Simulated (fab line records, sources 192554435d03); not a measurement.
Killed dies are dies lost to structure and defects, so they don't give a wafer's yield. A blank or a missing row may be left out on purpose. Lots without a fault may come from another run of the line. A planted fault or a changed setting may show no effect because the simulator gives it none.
Split-lot experiment | flow n5_finfet | 7 lots, 21 wafers read, on a route of 1938 steps

THE SPLIT
At N5_BEOL_M0_SAQP_COAT_69 (time 60 s, resist thk 90 nm), the setting spin_rpm was moved away from the recipe's 1500 rpm on 6 of the 21 wafers read, by -10.1% to +4.7%. The other wafers ran this setting at the recipe's value.

FROM THE SPLIT TO THE READING: what the file shows between them, 10 steps
- N5_BEOL_M0_SAQP_COAT_87: time 60 s, resist thk 5 nm (also split here: temp_c)
- N5_BEOL_M0_SAQP_COAT_34: resist thk 30 nm
- N5_BEOL_M0_SAQP_EBR_36
- N5_BEOL_M0_SAQP_STRIP_89: strips in N2/H2
- N5_BEOL_M0_SAQP_ALD_48: deposits SiO2, target thk 20 nm, pulse time 1 s, co reactant pulse time 1 s
- N5_BEOL_M0_SAQP_ETCH_49: etches SiO2 in CF4/O2, target depth 37 nm
- N5_BEOL_M0_SAQP_STRIP_75: strips in CF4
- N5_BEOL_M0_CUTY_COAT_50: time 60 s, resist thk 15 nm
- N5_BEOL_M0_CUTY_DESCUM_61: chemistry O2, time 7.9 s
- N5_BEOL_M0_CUTY_ETCH_62: etches SiARC in CF4, time 58.5 s

THE READING
etch.depth_nm (the simulator's own value, which no gauge read), in nm, at N5_BEOL_M0_CUTY_ETCH_63 (etches SOC in N2/H2, target depth 82.7 nm, overetch 16.5 nm, time 124 s). The file gives no usual value for it. The 15 wafers here that ran the recipe average 71.03 nm, standard deviation 0.27 nm.

wafer  | tool, chamber at the split | spin_rpm as run, rpm | against the recipe | etch.depth_nm, nm | against lot-mates on the recipe
L076.2 | litho_track-01, 0          | 1500                 | recipe             | 71.21             | -
L076.4 | litho_track-01, 0          | 1500                 | recipe             | 71.34             | -
L076.6 | litho_track-01, 0          | 1500                 | recipe             | 71.12             | -
L077.2 | litho_track-05, 0          | 1349                 | -10.1%             | 75.27             | +4.62
L077.3 | litho_track-05, 0          | 1349                 | -10.1%             | 75.5              | +4.85
L077.5 | litho_track-05, 0          | 1500                 | recipe             | 70.65             | -
L078.1 | litho_track-05, 0          | 1546                 | +3.1%              | 69.32             | -1.71
L078.3 | litho_track-05, 0          | 1500                 | recipe             | 71.03             | -
L078.5 | litho_track-05, 0          | 1546                 | +3.1%              | 69.28             | -1.75
L079.3 | litho_track-04, 0          | 1500                 | recipe             | 70.75             | -
L079.4 | litho_track-04, 0          | 1500                 | recipe             | 70.57             | -
L079.6 | litho_track-04, 0          | 1500                 | recipe             | 70.78             | -
L083.2 | litho_track-01, 0          | 1500                 | recipe             | 71.17             | -
L083.3 | litho_track-01, 0          | 1500                 | recipe             | 70.85             | -
L083.6 | litho_track-01, 0          | 1500                 | recipe             | 71.14             | -
L093.2 | litho_track-04, 0          | 1500                 | recipe             | 70.79             | -
L093.4 | litho_track-04, 0          | 1500                 | recipe             | 71.48             | -
L093.6 | litho_track-04, 0          | 1500                 | recipe             | 71.1              | -
L096.2 | litho_track-04, 0          | 1571                 | +4.7%              | 68.76             | -2.64
L096.3 | litho_track-04, 0          | 1571                 | +4.7%              | 69.26             | -2.14
L096.6 | litho_track-04, 0          | 1500                 | recipe             | 71.4              | -

THE FIT
A straight line over all 21 wafers: etch.depth_nm changes by -0.442 nm for each +1% of spin_rpm; r = -0.99; the points scatter about the line by 0.28 nm.
The same after taking each lot's own level away (the mean of its wafers on the recipe; 21 wafers): -0.484 nm for each +1%; r = -0.99; scatter 0.18 nm.
On that fit, the largest move of spin_rpm shifts the reading by 4.9 nm.
The lots' own levels span 70.650 to 71.400 nm, that is 2.8 times the standard deviation above.
So the lot-to-lot level changes the slope little: the two slopes agree.
Check: with one of the wafers moved furthest among these (-10.1%) left out of the fit, the line predicts +4.96 nm for it against its lot-mates. It came out at +4.62 nm against them.

OTHER SPLITS ON THESE WAFERS
These wafers also went through other splits before the reading. Each is held against what the fit with the lots' levels taken away leaves over:
other split on the same wafers       | wafers away from the commonest value | r with etch.depth_nm (lot level and that fit taken away)
N5_GATE_CUT_ALD_22 ald_cycles        | 9                                    | -0.33
N5_MOL_CONTACT_COAG_COAT_76 spin_rpm | 3                                    | +0.10
N5_BEOL_M0_SAQP_ILD_DEP_01 time_s    | 8                                    | +0.22
N5_BEOL_M0_SAQP_COAT_87 temp_c       | 10                                   | -0.23

THE WHOLE CHAIN: every reading that the file lists as answering this split, in the file's order
step                    | what it does                                                            | reading                                                                             | change (the file's fit)               | r (the file's)
N5_BEOL_M0_SAQP_COAT_69 | time 60 s, resist thk 90 nm                                             | SOC_of_BEOL_M0_SAQP_COAT_69.thk_nm (the simulator's own value, which no gauge read) | -0.468 nm for each +1% of the setting | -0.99
N5_BEOL_M0_SAQP_ETCH_49 | etches SiO2 in CF4/O2, target depth 37 nm                               | SOC_of_BEOL_M0_SAQP_COAT_69.thk_nm (the simulator's own value, which no gauge read) | -0.48 nm for each +1% of the setting  | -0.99
N5_BEOL_M0_CUTY_ETCH_63 | etches SOC in N2/H2, target depth 82.7 nm, overetch 16.5 nm, time 124 s | etch.depth_nm (the simulator's own value, which no gauge read)                      | -0.483 nm for each +1% of the setting | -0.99

THE FILE'S OWN FIT
etch.depth_nm changes by -0.483 nm for each +1% of spin_rpm, r = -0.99.
